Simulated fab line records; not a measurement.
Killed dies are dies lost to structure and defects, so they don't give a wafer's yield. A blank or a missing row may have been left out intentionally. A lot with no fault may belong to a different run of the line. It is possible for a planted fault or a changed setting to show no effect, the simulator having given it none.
Which tool did it? | flow n5_finfet | 11 lots with 32 wafers sampled at 5 steps, on a route of 1938 steps

WHAT THE GAUGES READ, wafer by wafer
N5_BEOL_M4_INSPECT_59: inspects for defects (darkfield). Usual: 68 for raw_defect_count, sd 24.
lot  | measured     | on                | raw_defect_count | flag
L180 | day 8 11:52  | defect_inspect-02 | 67 40 57         |
L181 | day 8 17:14  | defect_inspect-02 | 188 77 84        |
L183 | day 8 19:05  | defect_inspect-01 | 97 78 53         |
L184 | day 9 17:56  | defect_inspect-02 | 79 36            |
L187 | day 10 07:32 | defect_inspect-02 | 43 47 73         |
L193 | day 11 06:29 | defect_inspect-01 | 130 52 70        |
L194 | day 11 16:33 | defect_inspect-02 | 105 81 76        |
L195 | day 11 23:54 | defect_inspect-01 | 41 56 75         |
L198 | day 12 19:55 | defect_inspect-01 | 93 59 64         |
L201 | day 13 23:52 | defect_inspect-01 | 50 35 41         |
L203 | day 13 23:19 | defect_inspect-02 | 93 69 60         |

N5_BEOL_M4_RC_MEAS_101. Usual: DIBL_N 36.0 mV/V, standard deviation 1.9; DIBL_P 36.0 mV/V, standard deviation 2.1; IOFF_N 0.155 nA/um, standard deviation 0.029; IOFF_P 0.20 nA/um, standard deviation 0.032; ION_N 672 uA/um, standard deviation 11; ION_P 461 uA/um, standard deviation 6.9; SERP_M2_max_site 206 ohm/um, standard deviation 18; SS_N 71.5 mV/dec, standard deviation 0.58; SS_P 73.2 mV/dec, standard deviation 0.64; VT_N 250.4 mV, standard deviation 2.9; VT_P -251.0 mV, standard deviation 2.8.
lot  | measured     | on        | DIBL_N (mV/V)  | DIBL_P (mV/V)  | IOFF_N (nA/um)    | IOFF_P (nA/um) | ION_N (uA/um) | ION_P (uA/um) | SERP_M2_max_site (ohm/um)   | SS_N (mV/dec)  | SS_P (mV/dec)  | VT_N (mV)         | VT_P (mV)            | flag
L180 | day 8 12:22  | prober-02 | 34.5 35.0 35.1 | 33.8 35.0 34.7 | 0.124 0.131 0.136 | 0.16 0.17 0.16 | 676 659 661   | 455 446 451   | 236 248 215                 | 70.4 71.1 70.7 | 72.2 72.5 72.9 | 254.2 253.3 251.9 | -256.0 -252.8 -257.8 |
L181 | day 8 17:25  | prober-02 | 36.5 34.5 34.4 | 35.3 33.6 33.3 | 0.129 0.114 0.112 | 0.19 0.18 0.17 | 654 672 666   | 452 470 462   | 216 208 233                 | 71.4 71.0 70.8 | 73.9 72.9 72.3 | 254.5 254.6 254.9 | -251.4 -251.4 -253.8 |
L183 | day 8 19:07  | prober-02 | 38.1 39.6 39.5 | 39.4 40.4 39.7 | 0.192 0.218 0.213 | 0.26 0.27 0.27 | 696 682 705   | 475 466 478   | 179 197 195                 | 71.6 72.0 71.0 | 74.1 73.4 73.7 | 247.3 244.8 247.4 | -244.9 -248.1 -247.3 |
L184 | day 9 18:07  | prober-01 | 34.8 36.1      | 34.1 35.2      | 0.124 0.143       | 0.19 0.20      | 666 660       | 460 460       | 239 218                     | 71.1 71.8      | 72.9 73.1      | 252.0 251.5       | -249.1 -249.3        |
L187 | day 10 07:43 | prober-02 | 37.7 36.1 38.0 | 38.7 36.5 38.1 | 0.197 0.157 0.179 | 0.25 0.22 0.23 | 671 675 665   | 459 459 453   | 207 ~5.4054e+05 ~5.4054e+05 | 72.4 71.7 72.1 | 73.5 74.0 73.7 | 246.4 251.4 249.0 | -249.8 -250.4 -251.9 |
L193 | day 11 06:49 | prober-01 | 35.9 34.2 37.2 | 36.1 34.0 36.8 | 0.174 0.141 0.195 | 0.21 0.17 0.22 | 683 652 689   | 463 451 462   | 204 219 214                 | 71.9 71.5 72.0 | 73.4 73.0 74.3 | 245.5 252.5 247.2 | -251.0 -252.2 -251.3 |
L194 | day 11 16:44 | prober-01 | 35.7 33.4 33.0 | 35.4 32.3 32.2 | 0.163 0.118 0.117 | 0.23 0.18 0.18 | 669 667 662   | 469 465 467   | 193 207 197                 | 70.7 70.2 70.9 | 73.5 73.1 72.9 | 247.3 252.6 249.7 | -248.7 -250.8 -249.4 |
L195 | day 12 00:05 | prober-01 | 36.6 35.1 34.9 | 38.4 36.3 36.3 | 0.167 0.144 0.143 | 0.22 0.18 0.19 | 683 680 673   | 465 463 463   | 203 228 232                 | 71.1 71.1 71.4 | 73.3 73.1 72.7 | 248.6 249.2 248.6 | -251.8 -254.8 -253.8 |
L198 | day 12 19:56 | prober-02 | 36.7 37.2 38.1 | 37.7 38.2 40.4 | 0.173 0.186 0.202 | 0.23 0.24 0.28 | 684 669 688   | 470 460 475   | 198 211 202                 | 71.7 71.4 72.0 | 73.8 74.2 74.6 | 248.6 245.9 245.9 | -248.9 -247.8 -245.5 |
L201 | day 14 00:02 | prober-02 | 33.6 32.7 34.6 | 33.1 32.2 33.9 | 0.130 0.124 0.132 | 0.18 0.17 0.19 | 675 673 656   | 467 464 457   | 212 202 213                 | 71.5 70.7 70.9 | 72.1 72.4 72.7 | 250.5 255.6 253.0 | -250.3 -251.7 -251.1 |
L203 | day 13 23:31 | prober-01 | 37.5 35.8 38.0 | 36.0 34.7 36.4 | 0.179 0.147 0.173 | 0.23 0.20 0.24 | 672 678 657   | 465 460 450   | 198 188 192                 | 71.6 71.1 71.5 | 73.9 72.9 73.8 | 248.6 251.6 248.6 | -246.8 -250.3 -252.1 |

EACH LOT AND THE TOOL THAT RAN IT (in order: tool; ch and the chambers of the sampled wafers; start)
lot  | N5_BEOL_M2_HM_DEP_02         | N5_BEOL_M4_ANNEAL_82         | N5_BEOL_M4_ANNEAL_89
L180 | pvd_sputter-03, day 6 11:28  | pvd_sputter-01, day 8 09:33  | pvd_sputter-01, day 8 09:59
L181 | pvd_sputter-02, day 6 18:43  | pvd_sputter-02, day 8 14:25  | pvd_sputter-02, day 8 14:52
L183 | pvd_sputter-01, day 7 06:00  | pvd_sputter-01, day 8 16:30  | pvd_sputter-01, day 8 16:56
L184 | pvd_sputter-01, day 7 12:19  | pvd_sputter-03, day 9 15:20  | pvd_sputter-03, day 9 15:47
L187 | pvd_sputter-01, day 8 21:43  | pvd_sputter-02, day 10 05:14 | pvd_sputter-02, day 10 05:40
L193 | pvd_sputter-02, day 9 17:29  | pvd_sputter-03, day 11 04:02 | pvd_sputter-03, day 11 04:28
L194 | pvd_sputter-03, day 10 01:19 | pvd_sputter-02, day 11 14:14 | pvd_sputter-02, day 11 14:40
L195 | pvd_sputter-03, day 10 10:13 | pvd_sputter-02, day 11 21:34 | pvd_sputter-02, day 11 22:01
L198 | pvd_sputter-03, day 11 01:24 | pvd_sputter-01, day 12 17:36 | pvd_sputter-01, day 12 18:02
L201 | pvd_sputter-03, day 12 06:43 | pvd_sputter-03, day 13 21:15 | pvd_sputter-03, day 13 21:41
L203 | pvd_sputter-02, day 12 11:02 | pvd_sputter-02, day 13 21:01 | pvd_sputter-02, day 13 21:27
- N5_BEOL_M2_HM_DEP_02: deposits TiN, target thk 20 nm.
- N5_BEOL_M4_ANNEAL_82: time 240 s.
- N5_BEOL_M4_ANNEAL_89: time 240 s.

WHAT THE TOOLS THEMSELVES READ (means of the sampled wafers that have a number; where no wafer has one, the mark that the record gives instead)
N5_BEOL_M2_HM_DEP_02. Usual: 29.7 % for throttle_valve_pct, sd 1.2.
lot  | tool           | throttle_valve_pct (%) | flag
L180 | pvd_sputter-03 | 30.4                   |
L181 | pvd_sputter-02 | 29.5                   |
L183 | pvd_sputter-01 | 28.6                   |
L184 | pvd_sputter-01 | 30.5                   |
L187 | pvd_sputter-01 | 29.2                   |
L193 | pvd_sputter-02 | 30.6                   |
L194 | pvd_sputter-03 | 29.0                   |
L195 | pvd_sputter-03 | 28.8                   |
L198 | pvd_sputter-03 | 30.4                   |
L201 | pvd_sputter-03 | 30.4                   |
L203 | pvd_sputter-02 | 29.4                   |

N5_BEOL_M4_ANNEAL_82. Usual: 850 W for heater_power_w, sd 98.
lot  | tool           | heater_power_w (W) | flag
L180 | pvd_sputter-01 | 840                |
L181 | pvd_sputter-02 | 801                |
L183 | pvd_sputter-01 | 853                |
L184 | pvd_sputter-03 | 754                |
L187 | pvd_sputter-02 | 871                |
L193 | pvd_sputter-03 | 840                |
L194 | pvd_sputter-02 | 841                |
L195 | pvd_sputter-02 | 802                |
L198 | pvd_sputter-01 | 839                |
L201 | pvd_sputter-03 | 805                |
L203 | pvd_sputter-02 | 760                |

N5_BEOL_M4_ANNEAL_89. Usual: 848 W for heater_power_w, sd 100.
lot  | tool           | heater_power_w (W) | flag
L180 | pvd_sputter-01 | 840                |
L181 | pvd_sputter-02 | 808                |
L183 | pvd_sputter-01 | 848                |
L184 | pvd_sputter-03 | 766                |
L187 | pvd_sputter-02 | 848                |
L193 | pvd_sputter-03 | 829                |
L194 | pvd_sputter-02 | 832                |
L195 | pvd_sputter-02 | 802                |
L198 | pvd_sputter-01 | 838                |
L201 | pvd_sputter-03 | 803                |
L203 | pvd_sputter-02 | 759                |

THE ANSWER, worked out from the rows above alone
Rule: lot off if the mean of its wafers having a number is beyond 3 standard deviations from the usual mean. Also off: a lot with no number at a reading for which 4 or more lots have one. Any other lot the step has rows for is counted as sound. Order of review: gauges by route order, followed by the tools' own readings, for which a lot's mean as printed above is used. At the first step where some lot is off, the reading lying furthest off is the one used; lots without a number count as furthest.
None of the lots is off at any reading shown; this tells nothing.

WHAT THE SIMULATOR HAD INSERTED
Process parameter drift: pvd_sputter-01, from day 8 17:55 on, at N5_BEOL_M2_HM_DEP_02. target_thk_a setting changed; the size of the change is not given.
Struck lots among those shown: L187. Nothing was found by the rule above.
